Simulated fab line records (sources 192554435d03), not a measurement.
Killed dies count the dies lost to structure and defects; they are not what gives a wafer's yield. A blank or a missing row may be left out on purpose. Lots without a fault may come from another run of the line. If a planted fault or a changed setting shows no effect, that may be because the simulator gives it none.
fab line records | flow n5-finfet | part 1 of 2: steps 1 to 4 of 6
record: lots: 21 wafers: 63 last-day: 17
route steps=1938 shown PMOS_HMC_CHANNEL_EPI@65 FIN_SAQP@96 DUMMY_GATE@243
lots untouched by any fault: they come from a run of this same line in which no faults occurred
start-h: hours from the record's opening day to when the first of the lot's shown wafers began | wait-h: time in hours since the lot's previous step | " the same as in the row above | L1.1+2: a single row standing in for several wafers | - no value, or no start given | * or withheld: withheld | < > ~ a bound
route shown NAME@n: NAME is a module with steps in the file, n the number in the route of the first one | usual: mean/standard deviation of fault-free wafers | same: alike in all rows | chamber/n: place in a boat | sites: each site's reading | _std_site: their standard deviation | _edge_site: inner sites' mean taken away from outer sites' mean | radius-mm: how far each site lies from the wafer's centre | mask NAME#n: copy n | behind: the last tool/chamber to shape the wafer | hold: why the lot was held/for how many hours/how that ended | device: the n, p or np transistor that did not switch | end of line: at the end of the route, the tests of the same wafers | a step with no rows: only its recipe | killed: dies that structure and defects cost at the first sort, which is not the same as the wafer's yield | map: dies across one wafer; x = killed, . = not, _ = none there
set.NAME: the setting that was run; set.NAME@STEP: the one run at that earlier step | model.NAME: the simulator's own value behind a step, which no gauge read
one table for each step of the route and one row for each wafer, over a sample of lots
services: when a tool's chamber went out of use (start-h, in hours from the record's first day, below 0 if earlier), for how many hours, and the reason
== steps ==
step: N5_PMOS_HMC_CHANNEL_EPI_CD_MEAS_09
recipe: target-cd-nm: 237.4 landing-energy-ev: 500 detector: se-inlens
usual: cd-nm: 237.4/0.89
columns lot.wafer tool chamber start-h wait-h cd-nm
L074.1 cd-sem-01 0 19.20 - 239.1
L074.2 " 0 " " 238.8
L074.4 " 0 " " 239.5
L075.1 cd-sem-01 0 25.16 - 238.4
L075.3 " 0 " " 236.4
L075.4 " 0 " " 237.1
L077.2 cd-sem-03 0 35.43 - 236.5
L077.5 " 0 " " 237.1
L077.6 " 0 " " 236.9
L078.1 cd-sem-01 0 41.42 - 238.1
L078.5 " 0 " " 237.0
L078.6 " 0 " " 237.5
L079.1 cd-sem-02 0 46.88 - 236.4
L079.3 " 0 " " 236.2
L079.4 " 0 " " 237.7
L080.3 cd-sem-01 0 54.77 - 236.2
L080.4 " 0 " " 237.3
L080.5 " 0 " " 236.7
L081.1 cd-sem-03 0 60.22 - 238.5
L081.5 " 0 " " 235.8
L081.6 " 0 " " 237.5
L082.3 cd-sem-01 0 65.30 - 237.2
L082.4 " 0 " " 237.3
L082.6 " 0 " " 236.7
L083.2 cd-sem-02 0 71.39 - 237.7
L083.4 " 0 " " 236.8
L083.5 " 0 " " 237.9
L085.2 cd-sem-02 0 83.26 - 238.1
L085.3 " 0 " " 238.3
L085.4 " 0 " " 237.5
L086.1 cd-sem-02 0 89.25 - 236.8
L086.3 " 0 " " 236.3
L086.4 " 0 " " 237.0
L087.4 cd-sem-01 0 96.08 - 236.7
L087.5 " 0 " " 236.2
L087.6 " 0 " " 237.0
L088.3 cd-sem-03 0 101.94 - 238.2
L088.5 " 0 " " 239.1
L088.6 " 0 " " 237.3
L089.1 cd-sem-02 0 107.55 - 237.2
L089.3 " 0 " " 236.5
L089.4 " 0 " " 236.2
L090.1 cd-sem-01 0 113.84 - 236.9
L090.4 " 0 " " 238.0
L090.6 " 0 " " 236.9
L091.2 cd-sem-01 0 119.33 - 236.6
L091.3 " 0 " " 237.6
L091.5 " 0 " " 237.6
L093.3 cd-sem-02 0 131.51 - 237.2
L093.4 " 0 " " 238.1
L093.5 " 0 " " 239.2
L094.1 cd-sem-01 0 138.43 - 236.2
L094.4 " 0 " " 236.7
L094.6 " 0 " " 236.8
L095.1 cd-sem-01 0 143.50 - 238.4
L095.3 " 0 " " 236.7
L095.4 " 0 " " 238.4
L096.1 cd-sem-03 0 149.48 - 236.5
L096.3 " 0 " " 236.4
L096.5 " 0 " " 237.4
L097.3 cd-sem-02 0 155.54 - 238.6
L097.4 " 0 " " 237.7
L097.6 " 0 " " 238.4
step: N5_FIN_SAQP_HM_DEP_03
recipe: material: SiNx target-thk-a: 380 temp-c: 400 precursor: SiH4/NH3/N2 pressure-torr: 1.5 rf-w: 300 time-s: 33.6
usual: heater-power-w: 773/98 showerhead-plenum-p-Torr: 5.16/0.062 susceptor-temp-C: 400.02/0.2 throttle-valve-pct: 40.8/2.5
columns lot.wafer tool chamber start-h wait-h heater-power-w showerhead-plenum-p-Torr susceptor-temp-C throttle-valve-pct
L074.1 pecvd-04 1 22.78 0.2 895 5.21 399.95 43.0
L074.2 " 0 " " 631 5.17 399.61 42.9
L074.4 " 0 " " 612 5.18 399.88 42.8
L075.1 pecvd-04 0 28.93 0.2 620 5.18 400.19 43.0
L075.3 " 2 " " 732 5.16 399.73 40.7
L075.4 " 0 " " 634 5.17 400.17 43.0
L077.2 pecvd-04 1 39.22 0.2 844 5.22 400.18 43.2
L077.5 " 2 " " 712 5.16 399.84 40.7
L077.6 " 1 " " 849 5.22 400.28 42.9
L078.1 pecvd-03 1 44.90 0.2 801 5.28 399.86 38.0
L078.5 " 0 " " 842 5.09 400.28 39.9
L078.6 " 1 " " 775 5.29 400.08 37.7
L079.1 pecvd-03 2 51.10 0.2 803 5.18 400.40 38.6
L079.3 " 1 " " 830 5.28 400.05 37.4
L079.4 " 0 " " 731 5.10 400.05 40.2
L080.3 pecvd-03 0 58.62 0.2 768 5.09 400.12 40.1
L080.4 " 1 " " 841 5.30 400.35 37.5
L080.5 " 0 " " 770 5.10 400.18 40.0
L081.1 pecvd-01 2 64.32 0.2 777 5.14 399.86 37.5
L081.5 " 0 " " 776 5.11 400.07 39.9
L081.6 " 2 " " 801 5.12 400.30 37.5
L082.3 pecvd-01 2 68.96 0.1 744 5.14 400.18 37.4
L082.4 " 1 " " 862 5.11 399.91 45.5
L082.6 " 0 " " 894 5.11 400.29 39.4
L083.2 pecvd-01 0 75.52 0.2 946 5.10 399.87 39.7
L083.4 " 0 " " 772 5.08 400.08 39.5
L083.5 " 1 " " 897 5.11 400.21 45.5
L085.2 pecvd-01 2 87.01 0.2 772 5.13 399.79 37.5
L085.3 " 0 " " 772 5.11 400.39 39.9
L085.4 " 2 " " 781 5.11 399.72 37.4
L086.1 pecvd-04 0 93.34 0.2 562 5.19 399.88 42.9
L086.3 " 2 " " 617 5.17 399.81 40.8
L086.4 " 1 " " 899 5.21 400.27 43.1
L087.4 pecvd-04 0 100.34 0.1 546 5.18 400.08 43.2
L087.5 " 2 " " 717 5.17 399.97 40.7
L087.6 " 1 " " 870 5.20 400.35 43.0
L088.3 pecvd-03 0 107.77 0.1 774 5.08 400.05 40.1
L088.5 " 0 " " 775 5.08 399.89 40.1
L088.6 " 1 " " 862 5.29 400.18 37.6
L089.1 pecvd-01 1 111.38 0.2 832 5.10 400.03 45.7
L089.3 " 0 " " 872 5.10 399.88 39.6
L089.4 " 1 " " 824 5.14 400.29 45.5
L090.1 pecvd-01 0 117.96 0.2 844 5.08 399.88 39.9
L090.4 " 2 " " 762 5.12 400.05 37.4
L090.6 " 1 " " 883 5.13 400.00 45.4
L091.2 pecvd-04 2 122.99 0.2 730 5.18 399.52 40.7
L091.3 " 0 " " 625 5.17 400.03 43.2
L091.5 " 0 " " 639 5.18 400.36 43.3
L093.3 pecvd-03 1 136.30 0.1 714 5.30 400.02 37.8
L093.4 " 1 " " 734 5.30 399.60 37.8
L093.5 " 2 " " 771 5.19 399.69 39.1
L094.1 pecvd-04 0 141.90 0.2 587 5.17 400.17 43.4
L094.4 " 0 " " 589 5.17 399.77 43.0
L094.6 " 1 " " 931 5.22 399.77 43.2
L095.1 pecvd-01 2 147.40 0.2 689 5.12 400.09 37.8
L095.3 " 0 " " 767 5.10 400.05 39.8
L095.4 " 2 " " 714 5.12 399.73 37.7
L096.1 pecvd-04 2 152.94 0.2 650 5.18 400.17 40.9
L096.3 " 1 " " 890 5.21 400.23 42.9
L096.5 " 0 " " 590 5.17 400.11 43.4
L097.3 pecvd-03 1 159.14 0.1 835 5.30 400.08 37.7
L097.4 " 0 " " 780 5.10 399.81 40.4
L097.6 " 2 " " 763 5.18 400.08 39.6
step: N5_FIN_SAQP_ETCH_51
recipe: chemistry: CF4 target: SiARC target-depth-a: 455 mask-material: CAR-ArF time-s: 75.8 ion-energy-ev: 80 pressure-mtorr: 40 source-w: 545 bias-w: 36 Ar_flow_sccm: 100 cf4-flow-sccm: 100 ends: cleared
usual: drypump-motor-current-A: 5.7/0.52 etch-rf-on-time-s: 75.0/2.1 oes-product-au: 0.66/0.066 rf-vpp-V: 183.9/1.3 showerhead-plenum-p-Torr: 2.12/0.075 throttle-valve-pct: 15.69/0.17
columns lot.wafer tool chamber start-h wait-h drypump-motor-current-A etch-rf-on-time-s oes-product-au rf-hours-counter-h rf-vpp-V showerhead-plenum-p-Torr throttle-valve-pct
L074.1 rie-diel-05 0 24.00 0.0 5.8 77.8 0.66 123 185.9 2.14 15.78
L074.2 " 1 " " 6.1 72.1 0.68 139 182.7 2.05 15.81
L074.4 " 3 " " 5.3 72.0 0.71 112 184.2 2.14 15.50
L075.1 rie-diel-04 2 29.91 0.0 4.9 79.1 0.63 155 186.3 2.22 15.63
L075.3 " 0 " " 6.1 74.8 0.68 91 185.3 2.25 15.66
L075.4 " 1 " " 5.8 76.2 0.60 245 186.1 2.20 16.20
L077.2 rie-diel-06 0 40.89 0.0 6.5 77.3 0.60 201 182.6 2.12 15.65
L077.5 " 3 " " 5.1 75.5 0.60 - 185.1 2.11 15.76
L077.6 " 0 " " 6.5 76.5 0.60 - 183.3 2.12 15.66
L078.1 rie-diel-06 3 45.72 0.0 5.1 76.4 0.60 226 184.7 2.11 15.76
L078.5 " 2 " " 5.6 75.1 0.60 - 187.1 2.19 15.73
L078.6 " 1 " " 5.6 75.0 0.66 - 182.1 1.98 15.72
L079.1 rie-diel-06 1 52.32 0.0 5.6 76.2 0.65 138 182.9 1.98 15.74
L079.3 " 3 " " 5.1 76.2 0.60 228 183.8 2.11 15.78
L079.4 " 0 " " 6.5 77.2 0.60 205 184.9 2.12 15.66
L080.3 rie-diel-05 3 59.83 0.0 5.4 72.2 0.70 125 185.2 2.14 15.52
L080.4 " 2 " " 6.5 74.7 0.72 83 183.6 2.15 15.44
L080.5 " 3 " " 5.4 71.9 0.69 - 185.8 2.14 15.52
L081.1 rie-diel-04 0 65.40 0.0 6.0 76.8 0.66 104 185.9 2.25 15.69
L081.5 " 3 " " 4.9 75.7 0.65 - 182.6 2.07 15.75
L081.6 " 0 " " 6.0 76.4 0.66 - 185.8 2.25 15.69
L082.3 rie-diel-06 0 69.75 0.0 6.4 77.5 0.59 210 184.3 2.12 15.65
L082.4 " 1 " " 5.6 74.5 0.66 144 180.7 1.98 15.74
L082.6 " 2 " " 5.6 73.9 0.60 - 184.2 2.19 15.75
L083.2 rie-diel-06 0 76.43 0.0 6.4 76.4 0.59 213 183.2 2.12 15.68
L083.4 " 1 " " 5.6 74.2 0.66 146 182.6 1.98 15.75
L083.5 " 0 " " 6.5 77.1 0.59 - 183.6 2.12 15.68
L085.2 rie-diel-05 2 87.92 0.0 6.5 74.8 0.71 94 183.8 2.15 15.45
L085.3 " 1 " " 6.1 72.0 0.66 163 182.8 2.04 15.87
L085.4 " 0 " " 5.7 77.9 0.65 146 182.9 2.13 15.83
L086.1 rie-diel-06 1 94.26 0.0 5.6 75.1 0.65 153 181.5 1.98 15.76
L086.3 " 0 " " 6.4 77.5 0.58 218 182.7 2.11 15.68
L086.4 " 3 " " 5.1 76.9 0.58 - 183.3 2.10 15.80
L087.4 rie-diel-05 0 101.10 0.0 5.7 77.8 0.65 152 183.6 2.13 15.82
L087.5 " 3 " " 5.4 72.4 0.68 - 184.8 2.14 15.55
L087.6 " 2 " " 6.5 74.9 0.70 - 184.8 2.15 15.45
L088.3 rie-diel-04 1 108.73 0.0 5.8 73.8 0.80 15 185.8 2.19 15.71
L088.5 " 3 " " 4.9 73.7 0.65 - 183.0 2.06 15.78
L088.6 " 2 " " 4.9 78.5 0.61 - 185.4 2.21 15.69
L089.1 rie-diel-06 0 112.29 0.0 6.5 77.3 0.58 226 183.7 2.11 15.72
L089.3 " 2 " " 5.6 73.3 0.85 1 184.3 2.19 15.29
L089.4 " 3 " " 5.1 77.3 0.58 250 183.9 2.10 15.79
L090.1 rie-diel-04 2 119.00 0.0 4.9 79.3 0.61 187 185.1 2.21 15.69
L090.4 " 1 " " 5.8 74.6 0.79 19 185.1 2.19 15.73
L090.6 " 1 " " 5.8 75.2 0.79 - 184.4 2.19 15.73
L091.2 rie-diel-06 0 123.90 0.0 6.4 76.8 0.58 231 183.2 2.11 15.70
L091.3 " 2 " " 5.6 73.3 0.82 6 184.8 2.18 15.30
L091.5 " 2 " " 5.6 72.4 0.83 - 185.6 2.18 15.29
L093.3 rie-diel-06 3 137.29 0.0 5.1 73.2 0.83 2 184.2 2.10 15.34
L093.4 " 1 " " 5.6 75.4 0.63 - 180.5 1.97 15.81
L093.5 " 3 " " 5.1 73.2 0.84 - 181.2 2.10 15.33
L094.1 rie-diel-05 0 143.00 0.0 5.8 77.0 0.64 168 182.7 2.12 15.87
L094.4 " 2 " " 6.5 74.2 0.69 115 182.9 2.14 15.50
L094.6 " 2 " " 6.5 74.8 0.69 - 183.3 2.14 15.47
L095.1 rie-diel-04 0 148.41 0.0 6.0 75.0 0.65 132 185.0 2.24 15.73
L095.3 " 2 " " 4.9 80.0 0.60 191 185.4 2.21 15.71
L095.4 " 1 " " 5.8 74.9 0.77 31 184.0 2.19 15.75
L096.1 rie-diel-05 0 153.85 0.0 5.8 75.8 0.63 173 183.0 2.12 15.87
L096.3 " 3 " " 5.4 71.6 0.67 158 183.5 2.13 15.58
L096.5 " 2 " " 6.5 74.0 0.69 - 183.7 2.14 15.50
L097.3 rie-diel-04 3 159.93 0.0 4.9 74.1 0.62 152 183.6 2.06 15.81
L097.4 " 2 " " 4.8 80.1 0.60 195 185.5 2.21 15.70
L097.6 " 3 " " 4.9 74.7 0.62 - 182.9 2.06 15.81
step: N5_FIN_SAQP_ETCH_34
recipe: chemistry: C4F6/O2 target: SiO2 target-depth-a: 450 time-s: 15 ion-energy-ev: 250 pressure-mtorr: 30 source-w: 345 bias-w: 185 Ar_flow_sccm: 300 C4F6_flow_sccm: 10 O2_flow_sccm: 10 ends: cleared
usual: drypump-motor-current-A: 5.6/0.53 etch-rf-on-time-s: 14.90/0.29 oes-product-au: 0.67/0.064 rf-vpp-V: 665/15 showerhead-plenum-p-Torr: 2.85/0.1 throttle-valve-pct: 21.18/0.17
columns lot.wafer tool chamber start-h wait-h drypump-motor-current-A etch-rf-on-time-s oes-product-au rf-hours-counter-h rf-vpp-V showerhead-plenum-p-Torr throttle-valve-pct
L074.1 rie-diel-06 2 28.51 0.0 5.6 14.73 0.61 230 669 2.89 20.95
L074.2 " 0 " " 6.5 15.06 0.60 197 663 2.84 21.18
L074.4 " 1 " " 5.6 14.74 0.67 129 655 2.64 21.24
L075.1 rie-diel-04 1 33.73 0.0 5.8 15.10 0.59 246 640 2.93 21.72
L075.3 " 2 " " 4.9 15.42 0.63 156 681 2.97 21.12
L075.4 " 3 " " 4.9 14.62 0.66 107 669 2.76 21.29
L077.2 rie-diel-05 1 44.71 0.0 6.1 14.33 0.67 147 642 2.70 21.17
L077.5 " 1 " " 6.1 14.53 0.67 - 643 2.70 21.15
L077.6 " 2 " " 6.5 14.56 0.73 - 691 2.86 20.82
L078.1 rie-diel-04 2 49.78 0.0 4.8 15.35 0.63 163 682 2.96 21.10
L078.5 " 3 " " 4.9 14.60 0.66 - 669 2.76 21.31
L078.6 " 0 " " 6.0 14.87 0.68 - 659 2.99 21.14
L079.1 rie-diel-06 3 56.17 0.0 5.1 15.29 0.59 229 671 2.81 21.19
L079.3 " 2 " " 5.6 15.02 0.60 240 668 2.89 20.97
L079.4 " 0 " " 6.5 15.24 0.60 206 663 2.83 21.17
L080.3 rie-diel-04 3 63.46 0.0 4.9 14.82 0.65 119 668 2.76 21.31
L080.4 " 1 " " 5.8 15.16 0.84 0 640 2.93 21.29
L080.5 " 1 " " 5.8 15.23 0.83 - 641 2.93 21.30
L081.1 rie-diel-06 2 69.37 0.0 5.6 14.94 0.60 244 668 2.89 20.98
L081.5 " 0 " " 6.5 15.15 0.59 - 662 2.83 21.18
L081.6 " 1 " " 5.6 14.88 0.65 - 655 2.63 21.22
L082.3 rie-diel-05 1 73.56 0.0 6.2 14.34 0.66 157 642 2.70 21.19
L082.4 " 0 " " 5.7 15.00 0.67 - 673 2.83 21.26
L082.6 " 2 " " 6.5 14.55 0.72 - 691 2.85 20.84
L083.2 rie-diel-04 2 81.02 0.0 4.9 15.20 0.62 173 683 2.96 21.14
L083.4 " 3 " " 4.9 14.67 0.66 124 669 2.76 21.31
L083.5 " 2 " " 4.9 15.17 0.63 - 683 2.96 21.13
L085.2 rie-diel-06 1 93.11 0.0 5.6 14.99 0.64 153 652 2.63 21.26
L085.3 " 0 " " 6.5 15.29 0.59 218 662 2.83 21.19
L085.4 " 3 " " 5.1 15.22 0.59 - 671 2.80 21.22
L086.1 rie-diel-05 3 99.92 0.0 5.4 14.30 0.69 138 677 2.86 21.10
L086.3 " 1 " " 6.1 14.37 0.65 168 643 2.69 21.20
L086.4 " 2 " " 6.5 14.50 0.71 99 689 2.85 20.84
L087.4 rie-diel-04 0 105.68 0.0 6.1 15.10 0.66 116 658 2.98 21.16
L087.5 " 2 " " 4.9 15.29 0.62 - 681 2.95 21.14
L087.6 " 1 " " 5.8 14.92 0.80 - 640 2.92 21.32
L088.3 rie-diel-06 2 112.59 0.0 5.6 14.67 0.84 1 668 2.89 20.68
L088.5 " 1 " " 5.6 14.95 0.64 - 654 2.63 21.26
L088.6 " 2 " " 5.6 14.72 0.85 - 668 2.89 20.68
L089.1 rie-diel-04 1 116.03 0.0 5.8 14.92 0.79 17 640 2.92 21.32
L089.3 " 2 " " 4.8 15.29 0.62 185 681 2.95 21.15
L089.4 " 3 " " 4.8 14.71 0.64 135 669 2.75 21.34
L090.1 rie-diel-04 1 123.47 0.0 5.8 14.96 0.78 21 639 2.92 21.34
L090.4 " 3 " " 4.9 14.88 0.63 138 668 2.75 21.34
L090.6 " 1 " " 5.8 15.11 0.78 - 640 2.92 21.33
L091.2 rie-diel-05 0 127.77 0.0 5.7 15.00 0.65 163 673 2.82 21.30
L091.3 " 1 " " 6.1 14.60 0.64 179 641 2.69 21.21
L091.5 " 3 " " 5.4 14.37 0.67 - 678 2.85 21.10
L093.3 rie-diel-06 1 141.07 0.0 5.6 14.89 0.63 174 655 2.62 21.28
L093.4 " 3 " " 5.1 14.45 0.82 - 673 2.80 20.89
L093.5 " 1 " " 5.6 14.86 0.64 - 655 2.62 21.27
L094.1 rie-diel-05 0 147.36 0.0 5.7 14.99 0.64 170 675 2.82 21.29
L094.4 " 3 " " 5.4 14.51 0.66 156 675 2.85 21.10
L094.6 " 0 " " 5.7 15.11 0.64 - 675 2.82 21.29
L095.1 rie-diel-04 1 152.59 0.0 5.8 15.17 0.75 32 638 2.91 21.35
L095.3 " 3 " " 4.9 15.05 0.62 150 669 2.74 21.35
L095.4 " 0 " " 6.0 15.06 0.64 134 657 2.97 21.20
L096.1 rie-diel-05 0 158.04 0.0 5.7 14.93 0.65 174 673 2.81 21.30
L096.3 " 2 " " 6.5 14.71 0.69 122 691 2.84 20.88
L096.5 " 3 " " 5.4 14.44 0.67 - 676 2.85 21.12
L097.3 rie-diel-05 1 164.62 0.0 6.1 14.77 0.63 193 644 2.68 21.22
L097.4 " 0 " " 5.7 15.14 0.63 177 674 2.81 21.31
L097.6 " 2 " " 6.5 14.82 0.69 - 690 2.84 20.87
